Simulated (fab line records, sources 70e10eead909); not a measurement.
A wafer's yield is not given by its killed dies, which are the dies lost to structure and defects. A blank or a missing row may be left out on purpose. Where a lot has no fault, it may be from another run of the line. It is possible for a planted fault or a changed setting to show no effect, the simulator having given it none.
Matching of chambers / flow nand harc / NHARC_THIN_TSV_ETCHBACK_48 on rie diel-10 has 4 sister chambers
The step etches the open film in C4F8/Ar, target depth 1028.5 nm, time 405.17 s. 20 wafers are shown with their chamber, then 10 later ones without.

WAFERS PAIRED WITH THEIR CHAMBERS
wafer=L170.1; chamber=2; rf vpp V (V)=545; oes product au (a.u.)=0.93
wafer=L170.5; chamber=1; rf vpp V (V)=542; oes product au (a.u.)=0.93
wafer=L170.6; chamber=0; rf vpp V (V)=549; oes product au (a.u.)=0.95
wafer=L168.2; chamber=3; rf vpp V (V)=548; oes product au (a.u.)=0.93
wafer=L168.3; chamber=1; rf vpp V (V)=542; oes product au (a.u.)=0.93
wafer=L168.4; chamber=2; rf vpp V (V)=545; oes product au (a.u.)=0.91
wafer=L178.2; chamber=2; rf vpp V (V)=547; oes product au (a.u.)=0.93
wafer=L178.3; chamber=0; rf vpp V (V)=549; oes product au (a.u.)=0.93
wafer=L178.4; chamber=1; rf vpp V (V)=542; oes product au (a.u.)=0.94
wafer=L184.1; chamber=2; rf vpp V (V)=546; oes product au (a.u.)=0.93
wafer=L184.3; chamber=3; rf vpp V (V)=551; oes product au (a.u.)=0.92
wafer=L184.4; chamber=0; rf vpp V (V)=547; oes product au (a.u.)=0.93
wafer=L186.1; chamber=0; rf vpp V (V)=549; oes product au (a.u.)=0.95
wafer=L186.2; chamber=2; rf vpp V (V)=547; oes product au (a.u.)=0.92
wafer=L186.4; chamber=2; rf vpp V (V)=545; oes product au (a.u.)=0.92
wafer=L185.1; chamber=1; rf vpp V (V)=541; oes product au (a.u.)=1.01
wafer=L185.3; chamber=2; rf vpp V (V)=546; oes product au (a.u.)=1.00
wafer=L185.5; chamber=1; rf vpp V (V)=542; oes product au (a.u.)=1.01
wafer=L188.1; chamber=2; rf vpp V (V)=545; oes product au (a.u.)=0.92
wafer=L188.4; chamber=3; rf vpp V (V)=549; oes product au (a.u.)=0.94

SIGNATURES (averages over the wafers above)
reading=rf vpp V; chamber 0=548.50; chamber 1=541.80; chamber 2=545.75; chamber 3=549.33; scatter within a chamber=0.934
reading=oes product au; chamber 0=0.9400; chamber 1=0.9640; chamber 2=0.9325; chamber 3=0.9300; scatter within a chamber=0.0288
Rule: for each reading, subtract the chamber's mean from the wafer's reading, divide by that reading's scatter and square the result; add these up over the readings and take the root, which gives the wafer's distance from the chamber. The wafer belongs to the nearest chamber; if the next one is less than 2 further off, it can't be placed. The scatter: take each reading less its chamber's mean, square it, sum over the shown wafers, divide by the number of wafers less the number of chambers, and take the root.

WAFERS MISSING THEIR CHAMBER
wafer=L188.5; rf vpp V (V)=541; oes product au (a.u.)=0.94
wafer=L189.1; rf vpp V (V)=541; oes product au (a.u.)=0.93
wafer=L189.3; rf vpp V (V)=545; oes product au (a.u.)=0.92
wafer=L189.4; rf vpp V (V)=548; oes product au (a.u.)=0.93
wafer=L191.1; rf vpp V (V)=546; oes product au (a.u.)=1.02
wafer=L191.5; rf vpp V (V)=550; oes product au (a.u.)=1.00
wafer=L191.6; rf vpp V (V)=548; oes product au (a.u.)=1.00
wafer=L190.1; rf vpp V (V)=541; oes product au (a.u.)=0.93
wafer=L190.2; rf vpp V (V)=547; oes product au (a.u.)=0.93
wafer=L190.3; rf vpp V (V)=549; oes product au (a.u.)=0.93

CHAMBER TAKEN BY EACH
wafer=L188.5; from the rows above=1; in truth=1
wafer=L189.1; from the rows above=1; in truth=1
wafer=L189.3; from the rows above=2; in truth=2
wafer=L189.4; from the rows above=can't be placed: 0 or 3 or 2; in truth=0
wafer=L191.1; from the rows above=can't be placed: 2 or 0 or 3 or 1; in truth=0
wafer=L191.5; from the rows above=can't be placed: 3 or 0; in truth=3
wafer=L191.6; from the rows above=can't be placed: 0 or 3 or 2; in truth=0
wafer=L190.1; from the rows above=1; in truth=1
wafer=L190.2; from the rows above=can't be placed: 2 or 0 or 3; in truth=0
wafer=L190.3; from the rows above=can't be placed: 3 or 0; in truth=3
Placed correctly: 4 of 10. Not placeable from these rows: 6 (in 6, the candidates include the true chamber). 0 placed wrongly.
